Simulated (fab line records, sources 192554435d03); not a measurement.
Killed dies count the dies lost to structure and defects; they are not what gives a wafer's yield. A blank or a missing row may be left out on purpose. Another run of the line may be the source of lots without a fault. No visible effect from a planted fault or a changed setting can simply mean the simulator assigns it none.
Which tool was responsible?	flow n5-finfet	Sampling: 21 lots, 63 wafers, 5 of 1938 route steps

WHAT EACH GAUGE READ, for each wafer
N5_FIN_SAQP_INSPECT_40: inspects for defects (brightfield). Usual: raw-defect-count 213, standard deviation 54.
lot	measured	on	raw-defect-count	flag
L074	day 2 03:16	defect-inspect-01	258 191 214	
L075	day 2 09:19	defect-inspect-01	208 247 302	
L076	day 2 15:25	defect-inspect-02	261 265 222	
L077	day 2 22:37	defect-inspect-02	286 312 252	
L078	day 3 04:53	defect-inspect-02	177 287 194	
L079	day 3 09:46	defect-inspect-01	207 145 185	
L080	day 3 14:50	defect-inspect-01	150 164 191	
L081	day 3 19:53	defect-inspect-01	169 181 170	
L083	day 4 10:40	defect-inspect-02	174 296 342	
L084	day 4 15:41	defect-inspect-01	201 252 209	
L085	day 4 23:29	defect-inspect-02	200 242 269	
L087	day 5 08:26	defect-inspect-01	215 206 147	
L088	day 5 13:38	defect-inspect-01	113 99 131	
L089	day 5 19:56	defect-inspect-01	188 177 225	
L090	day 6 01:55	defect-inspect-02	140 259 202	
L091	day 6 08:06	defect-inspect-02	263 241 230	
L092	day 6 15:26	defect-inspect-01	187 187 196	
L093	day 6 21:38	defect-inspect-01	215 190 187	
L094	day 7 02:20	defect-inspect-01	204 269 238	
L095	day 7 08:02	defect-inspect-02	204 247 222	
L096	day 7 15:05	defect-inspect-02	258 242 218	

WHAT TOOL EACH LOT RAN ON (gives the tool, then ch and the chambers of the sampled wafers, and finally the start)
lot	N5_FIN_SAQP_ETCH_67	N5_FIN_SAQP_SPACER2_ETCHBACK_29	N5_FIN_SAQP_HM_CD_35	N5_FIN_SAQP_ETCH_64
L074	rie-diel-05 ch 0,1,2, day 2 01:55	rie-diel-05 ch 1,2, day 2 02:29	cd-sem-03, day 2 02:57	rie-si-02 ch 0,2,3, day 2 03:00
L075	rie-diel-03 ch 0,2, day 2 07:53	rie-diel-03 ch 0,2,3, day 2 08:32	cd-sem-01, day 2 09:00	rie-si-04 ch 0,2, day 2 09:03
L076	rie-diel-03 ch 1,2, day 2 14:04	rie-diel-03 ch 0,2,3, day 2 14:38	cd-sem-02, day 2 15:05	rie-si-04 ch 1,2,3, day 2 15:08
L077	rie-diel-03 ch 1,2,3, day 2 21:04	rie-diel-01 ch 0,1, day 2 21:38	cd-sem-01, day 2 22:18	rie-si-02 ch 1,2, day 2 22:21
L078	rie-diel-01 ch 1,3, day 3 03:32	rie-diel-05 ch 0,2,3, day 3 04:07	cd-sem-03, day 3 04:34	rie-si-02 ch 0,3, day 3 04:37
L079	rie-diel-03 ch 1,2,3, day 3 08:25	rie-diel-03 ch 0,1,2, day 3 08:59	cd-sem-01, day 3 09:27	rie-si-02 ch 0,2,3, day 3 09:30
L080	rie-diel-01 ch 0,1,3, day 3 13:29	rie-diel-05 ch 1,2,3, day 3 14:03	cd-sem-03, day 3 14:31	rie-si-02 ch 0,2,3, day 3 14:34
L081	rie-diel-03 ch 1,3, day 3 18:30	rie-diel-01 ch 1,2, day 3 19:07	cd-sem-01, day 3 19:34	rie-si-04 ch 0,1,3, day 3 19:37
L083	rie-diel-01 ch 0,1, day 4 09:18	rie-diel-01 ch 1,2, day 4 09:52	cd-sem-01, day 4 10:20	rie-si-01 ch 1,2,3, day 4 10:23
L084	rie-diel-05 ch 2,3, day 4 14:01	rie-diel-01 ch 0,1,2, day 4 14:39	cd-sem-02, day 4 15:22	rie-si-01 ch 0,2, day 4 15:25
L085	rie-diel-05 ch 0,1, day 4 20:54	rie-diel-03 ch 0,3, day 4 22:42	cd-sem-01, day 4 23:10	rie-si-01 ch 0,2,3, day 4 23:13
L087	rie-diel-05 ch 2,3, day 5 07:05	rie-diel-05 ch 1,2,3, day 5 07:40	cd-sem-03, day 5 08:08	rie-si-04 ch 0,1, day 5 08:10
L088	rie-diel-05 ch 1,3, day 5 12:13	rie-diel-01 ch 1,2, day 5 12:47	cd-sem-01, day 5 13:19	rie-si-01 ch 1,2,3, day 5 13:22
L089	rie-diel-01 ch 1,3, day 5 18:35	rie-diel-01 ch 1,2,3, day 5 19:10	cd-sem-03, day 5 19:37	rie-si-01 ch 1,2,3, day 5 19:40
L090	rie-diel-05 ch 1,3, day 6 00:29	rie-diel-03 ch 1,2, day 6 01:07	cd-sem-03, day 6 01:35	rie-si-02 ch 2,3, day 6 01:39
L091	rie-diel-01 ch 0,1,3, day 6 06:43	rie-diel-01 ch 1,3, day 6 07:19	cd-sem-01, day 6 07:47	rie-si-02 ch 0,2,3, day 6 07:50
L092	rie-diel-03 ch 0,1,2, day 6 13:59	rie-diel-05 ch 2,3, day 6 14:40	cd-sem-02, day 6 15:07	rie-si-01 ch 0,2,3, day 6 15:10
L093	rie-diel-05 ch 0,2,3, day 6 20:13	rie-diel-05 ch 2,3, day 6 20:48	cd-sem-03, day 6 21:19	rie-si-01 ch 0,1, day 6 21:22
L094	rie-diel-05 ch 0,2,3, day 7 00:52	rie-diel-01 ch 0,3, day 7 01:34	cd-sem-02, day 7 02:02	rie-si-04 ch 0,1,2, day 7 02:04
L095	rie-diel-01 ch 1,2,3, day 7 06:40	rie-diel-03 ch 1,3, day 7 07:14	cd-sem-01, day 7 07:42	rie-si-04 ch 2,3, day 7 07:45
L096	rie-diel-05 ch 1,2,3, day 7 13:06	rie-diel-03 ch 1,2, day 7 14:19	cd-sem-03, day 7 14:47	rie-si-04 ch 0,2,3, day 7 14:49
- N5_FIN_SAQP_ETCH_67: etches SiNx in CH3F/O2, target depth 30 nm.
- N5_FIN_SAQP_SPACER2_ETCHBACK_29: etches SiO2 in CHF3/O2, target depth 12.2 nm, time 6.1 s.
- N5_FIN_SAQP_HM_CD_35: target cd 8 nm.
- N5_FIN_SAQP_ETCH_64: etches SiO2 in CF4, target depth 1.5 nm.

AS READ BY THE TOOLS THEMSELVES (means over the sampled wafers that have a number; for cases with no such wafer, the mark the record gives instead)
N5_FIN_SAQP_ETCH_67. Usual: CH3F_flow_sccm 29.98 sccm, standard deviation 0.086; chamber-pressure-mTorr 30.004 mTorr, standard deviation 0.025; drypump-motor-current-A 5.7 A, standard deviation 0.36; oes_f_703_au 0.80 a.u., standard deviation 0.11; oes-product-au 0.80 a.u., standard deviation 0.11; rf-vpp-V 301 V, standard deviation 5.7; showerhead-plenum-p-Torr 1.99 Torr, standard deviation 0.091; throttle-valve-pct 16.42 %, standard deviation 0.25.
lot	tool	CH3F_flow_sccm (sccm)	chamber-pressure-mTorr (mTorr)	drypump-motor-current-A (A)	oes_f_703_au (a.u.)	oes-product-au (a.u.)	rf-vpp-V (V)	showerhead-plenum-p-Torr (Torr)	throttle-valve-pct (%)	flag
L074	rie-diel-05	29.89	29.983	5.6	0.83	0.83	296	1.99	16.42	
L075	rie-diel-03	29.94	29.994	5.7	0.71	0.71	301	1.90	16.37	
L076	rie-diel-03	29.98	30.022	5.6	0.80	0.81	304	1.99	16.47	
L077	rie-diel-03	29.92	30.011	5.9	0.80	0.82	305	2.02	16.32	
L078	rie-diel-01	29.99	30.023	6.3	0.81	0.79	299	1.93	16.68	
L079	rie-diel-03	29.98	29.983	5.8	0.80	0.81	306	2.02	16.33	
L080	rie-diel-01	30.00	30.046	6.0	0.79	0.78	299	1.95	16.58	
L081	rie-diel-03	29.90	29.998	5.7	0.89	0.90	308	2.09	16.23	
L083	rie-diel-01	29.93	30.007	5.7	0.78	0.77	298	1.97	16.49	
L084	rie-diel-05	30.05	30.009	5.6	0.79	0.79	302	2.09	16.44	
L085	rie-diel-05	30.00	29.983	5.6	0.72	0.72	292	1.94	16.65	
L087	rie-diel-05	29.98	29.978	5.5	0.78	0.78	303	2.09	16.45	
L088	rie-diel-05	30.02	30.022	5.5	0.70	0.70	299	2.04	16.64	
L089	rie-diel-01	30.03	29.995	6.0	0.96	0.95	298	2.02	16.26	
L090	rie-diel-05	29.97	30.007	5.5	0.69	0.68	295	2.01	16.68	
L091	rie-diel-01	30.11	30.004	6.0	0.94	0.94	300	2.03	16.30	
L092	rie-diel-03	29.98	29.994	5.6	0.76	0.77	301	1.97	16.41	
L093	rie-diel-05	29.99	29.997	5.5	0.79	0.80	299	2.01	16.48	
L094	rie-diel-05	29.93	29.994	5.5	0.79	0.80	300	2.01	16.48	
L095	rie-diel-01	29.94	30.005	5.8	0.93	0.94	303	2.02	16.23	
L096	rie-diel-05	30.01	29.997	5.6	0.84	0.84	300	2.05	16.35	

N5_FIN_SAQP_SPACER2_ETCHBACK_29. Usual: chamber-pressure-mTorr 30.000 mTorr, standard deviation 0.029; drypump-motor-current-A 5.7 A, standard deviation 0.39; oes_f_703_au 0.80 a.u., standard deviation 0.12; oes-product-au 0.80 a.u., standard deviation 0.11; rf-vpp-V 531 V, standard deviation 9.5; showerhead-plenum-p-Torr 2.40 Torr, standard deviation 0.1; throttle-valve-pct 18.94 %, standard deviation 0.23.
lot	tool	chamber-pressure-mTorr (mTorr)	drypump-motor-current-A (A)	oes_f_703_au (a.u.)	oes-product-au (a.u.)	rf-vpp-V (V)	showerhead-plenum-p-Torr (Torr)	throttle-valve-pct (%)	flag
L074	rie-diel-05	29.990	5.6	0.79	0.78	523	2.45	18.99	
L075	rie-diel-03	30.028	5.9	0.73	0.73	534	2.33	18.82	
L076	rie-diel-03	29.969	5.9	0.72	0.73	534	2.33	18.82	
L077	rie-diel-01	30.011	5.7	0.78	0.79	526	2.38	19.01	
L078	rie-diel-05	30.012	5.5	0.83	0.83	529	2.42	18.95	
L079	rie-diel-03	29.994	5.6	0.79	0.80	534	2.38	18.91	
L080	rie-diel-05	30.021	5.6	0.78	0.79	529	2.47	18.98	
L081	rie-diel-01	29.999	5.6	0.90	0.88	527	2.37	18.73	
L083	rie-diel-01	30.019	5.6	0.88	0.87	527	2.37	18.73	
L084	rie-diel-01	29.956	5.5	0.78	0.77	530	2.37	18.92	
L085	rie-diel-03	29.993	5.9	0.71	0.71	532	2.32	18.74	
L087	rie-diel-05	30.013	5.6	0.76	0.76	529	2.47	19.00	
L088	rie-diel-01	30.002	5.3	0.77	0.77	535	2.36	18.85	
L089	rie-diel-01	30.003	5.8	0.86	0.87	534	2.44	18.92	
L090	rie-diel-03	29.980	5.6	0.76	0.76	534	2.39	19.04	
L091	rie-diel-01	30.008	6.3	0.94	0.93	533	2.51	19.01	
L092	rie-diel-05	29.998	5.6	0.82	0.82	535	2.51	18.83	
L093	rie-diel-05	30.012	5.6	0.82	0.81	535	2.51	18.83	
L094	rie-diel-01	30.005	6.2	0.91	0.93	536	2.51	19.05	
L095	rie-diel-03	30.004	6.1	0.79	0.79	541	2.44	18.75	
L096	rie-diel-03	30.016	5.6	0.75	0.76	534	2.38	19.09	

N5_FIN_SAQP_HM_CD_35. Usual: cd-nm 8.13 nm, standard deviation 0.23.
lot	tool	cd-nm (nm)	flag
L074	cd-sem-03	8.12	
L075	cd-sem-01	8.10	
L076	cd-sem-02	7.95	
L077	cd-sem-01	7.98	
L078	cd-sem-03	8.13	
L079	cd-sem-01	8.13	
L080	cd-sem-03	8.15	
L081	cd-sem-01	8.20	
L083	cd-sem-01	7.70	
L084	cd-sem-02	8.11	
L085	cd-sem-01	8.33	
L087	cd-sem-03	8.10	
L088	cd-sem-01	8.25	
L089	cd-sem-03	8.13	
L090	cd-sem-03	8.02	
L091	cd-sem-01	8.32	
L092	cd-sem-02	7.97	
L093	cd-sem-03	8.27	
L094	cd-sem-02	8.05	
L095	cd-sem-01	8.05	
L096	cd-sem-03	8.39	

N5_FIN_SAQP_ETCH_64. Usual: cf4-flow-sccm 80.05 sccm, standard deviation 0.22; chamber-pressure-mTorr 10.001 mTorr, standard deviation 0.0093; drypump-motor-current-A 5.8 A, standard deviation 0.48; oes-product-au 0.994 a.u., standard deviation 0.017; throttle-valve-pct 21.73 %, standard deviation 0.22.
lot	tool	cf4-flow-sccm (sccm)	chamber-pressure-mTorr (mTorr)	drypump-motor-current-A (A)	oes-product-au (a.u.)	throttle-valve-pct (%)	flag
L074	rie-si-02	79.80	10.000	5.6	1.000	21.94	
L075	rie-si-04	79.96	9.990	6.1	1.006	21.37	
L076	rie-si-04	80.01	9.991	5.3	1.002	21.68	
L077	rie-si-02	80.02	9.999	6.0	0.993	21.99	
L078	rie-si-02	79.94	9.993	5.4	1.018	21.96	
L079	rie-si-02	80.14	10.006	5.6	0.997	21.96	
L080	rie-si-02	80.07	10.004	5.6	0.988	21.95	
L081	rie-si-04	79.99	9.996	5.4	0.984	21.77	
L083	rie-si-01	80.01	9.997	6.0	0.983	21.68	
L084	rie-si-01	80.05	10.000	5.9	1.004	21.77	
L085	rie-si-01	79.93	9.992	5.9	0.988	21.67	
L087	rie-si-04	80.26	9.995	5.9	0.984	21.65	
L088	rie-si-01	80.14	9.991	6.0	0.979	21.67	
L089	rie-si-01	80.15	10.002	6.0	0.989	21.68	
L090	rie-si-02	79.83	9.998	5.6	0.986	21.86	
L091	rie-si-02	80.12	9.994	5.6	0.990	21.96	
L092	rie-si-01	79.88	10.002	5.8	0.991	21.66	
L093	rie-si-01	80.31	9.998	6.2	0.989	21.65	
L094	rie-si-04	80.09	10.001	5.8	1.002	21.55	
L095	rie-si-04	80.06	10.004	5.6	1.003	21.48	
L096	rie-si-04	79.87	10.002	5.8	1.003	21.59	

THE ANSWER, worked out from the rows above alone
Rule: take the mean of a lot's wafers that have a number; if it is more than 3 standard deviations from the usual mean, the lot is off. A lot without any number at a reading at which 4 lots or more have one is off too. Where the step has rows for the other lots, those lots are counted as sound. Order of review: gauges by route order, followed by the tools' own readings, for which a lot's mean as printed above is used. The first step at which some lot is off is used, and at that step the reading that is off furthest; a lot without a number counts as furthest.
No lot is off at any reading shown: from this, nothing can be told.

WHAT THE SIMULATOR PUT IN
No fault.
